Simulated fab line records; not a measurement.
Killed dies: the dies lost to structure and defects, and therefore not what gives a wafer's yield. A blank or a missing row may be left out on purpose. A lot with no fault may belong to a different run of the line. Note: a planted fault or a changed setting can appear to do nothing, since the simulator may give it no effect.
Chamber matching || flow n5-finfet || N5_BEOL_M14_DEP_53 on pecvd-04 has 3 sister chambers
The step deposits SiCN from 3MS/NH3, target thk 50 nm, time 17.8 s. 6 wafers are shown with their chamber, then 8 later ones without.

## WAFERS PAIRED WITH THEIR CHAMBERS
{"wafer": "L074.5", "chamber": 0, "showerhead-plenum-p-Torr (Torr)": 4.164, "throttle-valve-pct (%)": 17.9}
{"wafer": "L081.5", "chamber": 0, "showerhead-plenum-p-Torr (Torr)": 4.165, "throttle-valve-pct (%)": 17.5}
{"wafer": "L083.4", "chamber": 2, "showerhead-plenum-p-Torr (Torr)": 4.135, "throttle-valve-pct (%)": 18.1}
{"wafer": "L085.1", "chamber": 2, "showerhead-plenum-p-Torr (Torr)": 4.149, "throttle-valve-pct (%)": 17.9}
{"wafer": "L085.4", "chamber": 1, "showerhead-plenum-p-Torr (Torr)": 4.135, "throttle-valve-pct (%)": 18.2}
{"wafer": "L088.1", "chamber": 1, "showerhead-plenum-p-Torr (Torr)": 4.141, "throttle-valve-pct (%)": 18.0}

## WAFERS WHOSE CHAMBER IS MISSING
{"wafer": "L088.2", "showerhead-plenum-p-Torr (Torr)": 4.138, "throttle-valve-pct (%)": 18.0}
{"wafer": "L088.5", "showerhead-plenum-p-Torr (Torr)": 4.161, "throttle-valve-pct (%)": 17.5}
{"wafer": "L084.1", "showerhead-plenum-p-Torr (Torr)": 4.127, "throttle-valve-pct (%)": 18.1}
{"wafer": "L084.2", "showerhead-plenum-p-Torr (Torr)": 4.134, "throttle-valve-pct (%)": 17.9}
{"wafer": "L084.3", "showerhead-plenum-p-Torr (Torr)": 4.162, "throttle-valve-pct (%)": 17.8}
{"wafer": "L090.1", "showerhead-plenum-p-Torr (Torr)": 4.158, "throttle-valve-pct (%)": 17.8}
{"wafer": "L090.2", "showerhead-plenum-p-Torr (Torr)": 4.133, "throttle-valve-pct (%)": 17.8}
{"wafer": "L090.3", "showerhead-plenum-p-Torr (Torr)": 4.132, "throttle-valve-pct (%)": 18.1}

## WHICH CHAMBER EACH ONE RAN IN
{"wafer": "L088.2", "from the rows above": "can't be placed: 1 or 2", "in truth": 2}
{"wafer": "L088.5", "from the rows above": 0, "in truth": 0}
{"wafer": "L084.1", "from the rows above": "can't be placed: 1 or 2", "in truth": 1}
{"wafer": "L084.2", "from the rows above": "can't be placed: 1 or 2", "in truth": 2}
{"wafer": "L084.3", "from the rows above": 0, "in truth": 0}
{"wafer": "L090.1", "from the rows above": "can't be placed: 0 or 2", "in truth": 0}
{"wafer": "L090.2", "from the rows above": "can't be placed: 1 or 2", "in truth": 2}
{"wafer": "L090.3", "from the rows above": "can't be placed: 1 or 2", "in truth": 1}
Correct placement for 2 of the 8. Not placeable from these rows: 6 (in 6, the candidates include the true chamber). Placed wrongly: 0.
How it was worked out, from the rows above alone: a wafer's distance from a chamber is the root of the sum, over the readings, of the square of ((its reading less the chamber's mean) divided by the reading's scatter). If the next closest chamber is less than 2 further off than the closest, the wafer can't be placed; otherwise it belongs to the closest. For every chamber, the mean is computed from those of its wafers that are shown. The scatter is the square root of a quotient: the sum, over the shown wafers, of each reading's squared deviation from its chamber's mean, divided by wafers minus chambers.
